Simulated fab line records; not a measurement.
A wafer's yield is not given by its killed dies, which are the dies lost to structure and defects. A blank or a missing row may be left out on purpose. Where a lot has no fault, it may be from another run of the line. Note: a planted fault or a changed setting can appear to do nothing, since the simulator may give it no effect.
Split-lot trial | flow n5_finfet | 7 lots, 21 wafers read, on a route of 1938 steps

== THE SPLIT ITSELF ==
At N5_ZERO_LAYER_EXPOSE_08 (exposes mask ZERO, defocus 0 nm, target cd 2000 nm), the setting dose_mj was moved away from the recipe's 16.2 on 7 of the 21 wafers read, by -4.0% to +7.2%. This setting was run at the recipe's value on the other wafers.

== FROM THE SPLIT TO THE READING: what the file shows between them, 2 steps ==
- N5_ZERO_LAYER_DEVELOP_10: develop time 60 s (also split here: develop_time_s)
- N5_ZERO_LAYER_HARDBAKE_23: time 120 s

== THE READING ==
cd_nm at N5_ZERO_LAYER_CD_MEAS_11, given in nm (cd target 2000 nm). Typical for fault-free wafers on this fab line: 2000.0 nm, with standard deviation 2.4 nm.

wafer  | tool, chamber at the split | dose_mj as run | against the recipe | cd_nm, nm | against lot-mates on the recipe
L076.1 | krf_scanner-01, 0          | 16.2           | recipe             | 2000.6    | -
L076.2 | krf_scanner-01, 0          | 16.2           | recipe             | 2001.9    | -
L076.4 | krf_scanner-01, 0          | 16.2           | recipe             | 1998.4    | -
L082.1 | krf_scanner-02, 0          | 16.2           | recipe             | 1999.4    | -
L082.2 | krf_scanner-02, 0          | 16.2           | recipe             | 1999.0    | -
L082.6 | krf_scanner-02, 0          | 16.2           | recipe             | 2002.2    | -
L089.2 | krf_scanner-01, 0          | 16.2           | recipe             | 2001.6    | -
L089.3 | krf_scanner-01, 0          | 15.79          | -2.5%              | 1998.6    | -3.0
L089.6 | krf_scanner-01, 0          | 15.79          | -2.5%              | 1994.4    | -7.2
L092.1 | krf_scanner-02, 0          | 15.55          | -4.0%              | 1991.8    | -6.1
L092.4 | krf_scanner-02, 0          | 16.2           | recipe             | 1997.9    | -
L092.5 | krf_scanner-02, 0          | 15.55          | -4.0%              | 1987.4    | -10.5
L093.4 | krf_scanner-02, 0          | 16.2           | recipe             | 2000.5    | -
L093.5 | krf_scanner-02, 0          | 16.2           | recipe             | 2000.1    | -
L093.6 | krf_scanner-02, 0          | 16.2           | recipe             | 2005.5    | -
L094.1 | krf_scanner-02, 0          | 17.37          | +7.2%              | 2014.3    | +12.8
L094.5 | krf_scanner-02, 0          | 17.37          | +7.2%              | 2015.0    | +13.5
L094.6 | krf_scanner-02, 0          | 16.2           | recipe             | 2001.5    | -
L096.1 | krf_scanner-02, 0          | 16.2           | recipe             | 2000.6    | -
L096.2 | krf_scanner-02, 0          | 16.2           | recipe             | 1999.2    | -
L096.6 | krf_scanner-02, 0          | 15.71          | -3.0%              | 1998.1    | -1.8

FIT RESULTS
A straight line over all 21 wafers: cd_nm changes by +2.02 nm for each +1% of dose_mj; r = +0.93; the points scatter about the line by 2.3 nm.
The same after taking each lot's own level away (the mean of its wafers on the recipe; 21 wafers): +1.82 nm for each +1%; r = +0.94; scatter 1.9 nm.
Per that fit: largest dose_mj move, reading shift of 13 nm.
The lots' own levels span 1997.90 to 2002.03 nm, that is 1.7 times the standard deviation above.
Hence the slope depends on the lot-to-lot level, as the two fits are not the same.
Check: for one of the wafers moved furthest among these (+7.2%), held out of the fit, the line's prediction against its lot-mates is +13.4 nm. Against them it came out at +12.8 nm.

== OTHER SPLITS APPLIED TO THESE WAFERS ==
Other splits were also applied to these wafers ahead of the reading. Each is held against what the fit with the lots' levels taken away leaves over:
other split on the same wafers          | wafers away from the commonest value | r with cd_nm (lot level and that fit taken away)
N5_ZERO_LAYER_DEVELOP_10 develop_time_s | 5                                    | +0.57

== THE WHOLE CHAIN: every reading that the file lists as answering this split, in the file's order ==
step                     | what it does                                        | reading                                                           | change (the file's fit)              | r (the file's)
N5_ZERO_LAYER_CD_MEAS_11 | target cd 2000 nm                                   | cd_nm                                                             | +1.76 nm for each +1% of the setting | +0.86
N5_ZERO_LAYER_ETCH_17    | etches SiO2 in CF4, target depth 12 nm, time 13.3 s | ZERO_LAYER.cd_nm (the simulator's own value, which no gauge read) | +1.77 nm for each +1% of the setting | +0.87

== THE FILE'S OWN FIT ==
cd_nm changes by +1.76 nm for each +1% of dose_mj, r = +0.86.
